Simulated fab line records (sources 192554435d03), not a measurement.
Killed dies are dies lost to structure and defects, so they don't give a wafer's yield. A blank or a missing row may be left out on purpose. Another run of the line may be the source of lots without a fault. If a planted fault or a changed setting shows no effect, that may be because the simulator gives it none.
Split-lot trial	flow n5 finfet	21 wafers read across 7 lots, on a route 1938 steps long

ABOUT THE SPLIT
At N5_BEOL_M0_SAQP_PECVD_96 (deposits a-Si from SiH4/He, target thk 45 nm, time 45.2 s), the setting time s was moved away from the recipe's 45.2 s on 6 of the 21 wafers read, by -7.6% to +13.4%. All remaining wafers had this setting at the recipe value.

FROM THE SPLIT TO THE READING: what the file shows between them, 5 steps
- N5_BEOL_M0_SAQP_COAT_82: time 60 s, resist thk 30 nm (also split here: time s)
- N5_BEOL_M0_SAQP_COAT_08: resist thk 90 nm
- N5_BEOL_M0_SAQP_EBR_10
- N5_BEOL_M0_SAQP_ETCH_101: etches SiNx in CH3F/O2, target depth 29.9 nm, time 42.7 s
- N5_BEOL_M0_SAQP_ETCH_102: etches SiO2 in CF4, target depth 4 nm, time 4.4 s

THE READING
oes product au, in a.u., at N5_BEOL_M0_SAQP_MANDREL_ETCH_103 (etches a-Si in HBr/Cl2, stops on SiCN, target depth 45 nm, bt time 10 s, time 27 s). A value of 0.680 a.u. with a standard deviation of 0.0092 a.u. is what fault-free wafers of this fab line usually give.

wafer	tool, chamber at the split	time s as run, s	against the recipe	oes product au, a.u.	against lot-mates on the recipe
L076.2	pecvd-01, 2	45.2	recipe	0.685	-
L076.3	pecvd-01, 0	45.2	recipe	0.688	-
L076.6	pecvd-01, 0	45.2	recipe	0.699	-
L077.1	pecvd-01, 2	45.2	recipe	0.683	-
L077.3	pecvd-01, 0	45.2	recipe	0.670	-
L077.5	pecvd-01, 2	42.18	-6.7%	0.655	-0.022
L089.1	pecvd-03, 1	45.2	recipe	0.676	-
L089.4	pecvd-03, 1	45.2	recipe	0.680	-
L089.5	pecvd-03, 2	51.24	+13.4%	0.730	+0.052
L090.2	pecvd-03, 0	49.87	+10.3%	0.716	+0.037
L090.3	pecvd-03, 2	45.2	recipe	0.676	-
L090.6	pecvd-03, 0	45.2	recipe	0.681	-
L094.1	pecvd-04, 0	50.37	+11.4%	0.723	+0.049
L094.2	pecvd-04, 1	45.2	recipe	0.671	-
L094.3	pecvd-04, 2	45.2	recipe	0.676	-
L095.1	pecvd-03, 0	45.2	recipe	0.670	-
L095.2	pecvd-03, 1	41.75	-7.6%	0.645	-0.025
L095.5	pecvd-03, 1	41.75	-7.6%	0.643	-0.027
L097.4	pecvd-04, 1	45.2	recipe	0.676	-
L097.5	pecvd-04, 2	45.2	recipe	0.684	-
L097.6	pecvd-04, 0	45.2	recipe	0.680	-

FIT RESULTS
A straight line over all 21 wafers: oes product au changes by +0.00392 a.u. for each +1% of time s; r = +0.95; the points scatter about the line by 0.0069 a.u.
The same after taking each lot's own level away (the mean of its wafers on the recipe; 21 wafers): +0.00377 a.u. for each +1%; r = +0.98; scatter 0.0041 a.u.
Per that fit: largest time s move, reading shift of 0.05 a.u.
From 0.6700 to 0.6907 a.u.: that is the span of the lots' own levels, equal to 2.2 times the standard deviation above.
Consequently the slope shifts little with the lot-to-lot level, the two slopes agreeing.
Check: +0.0508 a.u. against its lot-mates is what the line predicts for one of the wafers moved furthest among these (+13.4%) when that wafer is left out of the fit. Against them it came out at +0.052 a.u.

THE OTHER SPLITS THESE WAFERS WENT THROUGH
These wafers also went through other splits before the reading. Each is held against what the fit with the lots' levels taken away leaves over:
other split on the same wafers	wafers away from the commonest value	r with oes product au (lot level and that fit taken away)
N5_SD_EPI_P_EPI_21 temp c	8	+0.12
N5_ILD0_CMP_12 down force psi	4	-0.07
N5_HKMG_FIN_ETCH_31 bias w	8	+0.23
N5_GATE_CUT_COAT_35 spin rpm	8	+0.07
N5_GATE_CUT_COAT_27 temp c	11	-0.28
N5_MOL_CONTACT_COAG_ETCH_110 bias w	8	+0.08
N5_MOL_CONTACT_COAG_ALD_131 ald cycles	3	-0.07
N5_MOL_CONTACT_COAG_ETCH_91 source w	7	-0.04
N5_BEOL_M0_SAQP_COAT_82 time s	5	+0.27

THE WHOLE CHAIN: every reading that the file lists as answering this split, in the file's order
step	what it does	reading	change (the file's fit)	r (the file's)
N5_BEOL_M0_SAQP_PECVD_96	deposits a-Si from SiH4/He, target thk 45 nm, time 45.2 s	a-Si_of_BEOL_M0_SAQP_PECVD_96.thk nm (the simulator's own value, which no gauge read)	+0.469 nm for each +1% of the setting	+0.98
N5_BEOL_M0_SAQP_MANDREL_ETCH_103	etches a-Si in HBr/Cl2, stops on SiCN, target depth 45 nm, bt time 10 s, time 27 s	oes product au	+0.00386 a.u. for each +1% of the setting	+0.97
N5_BEOL_M0_SAQP_MANDREL_ETCH_103	etches a-Si in HBr/Cl2, stops on SiCN, target depth 45 nm, bt time 10 s, time 27 s	etch.depth nm (the simulator's own value, which no gauge read)	+0.47 nm for each +1% of the setting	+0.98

FILE'S OWN FIT
oes product au changes by +0.00386 a.u. for each +1% of time s, r = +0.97.
